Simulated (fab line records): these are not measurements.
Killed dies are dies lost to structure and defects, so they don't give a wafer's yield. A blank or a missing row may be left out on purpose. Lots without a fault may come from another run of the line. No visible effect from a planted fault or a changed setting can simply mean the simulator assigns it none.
Chamber matching -- flow nand_harc -- 4 sister chambers for NHARC_A_STAIRCASE_DESCUM_168 on rie_diel-13
The step chemistry O2, time 3 s. 4 wafers are shown with their chamber, then 8 later ones without.

== WAFERS WITH THEIR CHAMBER ==
wafer,chamber,drypump_motor_current_A (A)
L083.5,2,6.17
L084.1,3,5.45
L084.3,1,5.63
L091.1,0,5.73

== WAFERS WHOSE CHAMBER IS MISSING ==
wafer,drypump_motor_current_A (A)
L091.3,6.19
L091.6,6.20
L095.1,5.66
L095.4,6.20
L095.5,5.69
L096.2,6.18
L096.3,5.44
L096.5,6.19

== THE CHAMBER EACH PASSED THROUGH ==
wafer,from the rows above,in truth
L091.3,2,2
L091.6,2,2
L095.1,can't be placed: 1 or 0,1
L095.4,2,2
L095.5,can't be placed: 0 or 1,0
L096.2,2,2
L096.3,3,3
L096.5,2,2
Correct placement for 6 of the 8. Can't be placed from these rows: 2 (the true chamber is among the candidates in 2). Placed wrongly: 0.
How it was worked out, from the rows above alone: a wafer's distance from a chamber is the root of the sum, over the readings, of the square of ((its reading less the chamber's mean) divided by the reading's scatter). If the next closest chamber is less than 2 further off than the closest, the wafer can't be placed; otherwise it belongs to the closest. A chamber's mean is the mean of its shown wafers. The scatter: with one shown wafer a chamber, the root of the mean of the squares of how far each hidden wafer lies from its nearest shown one.
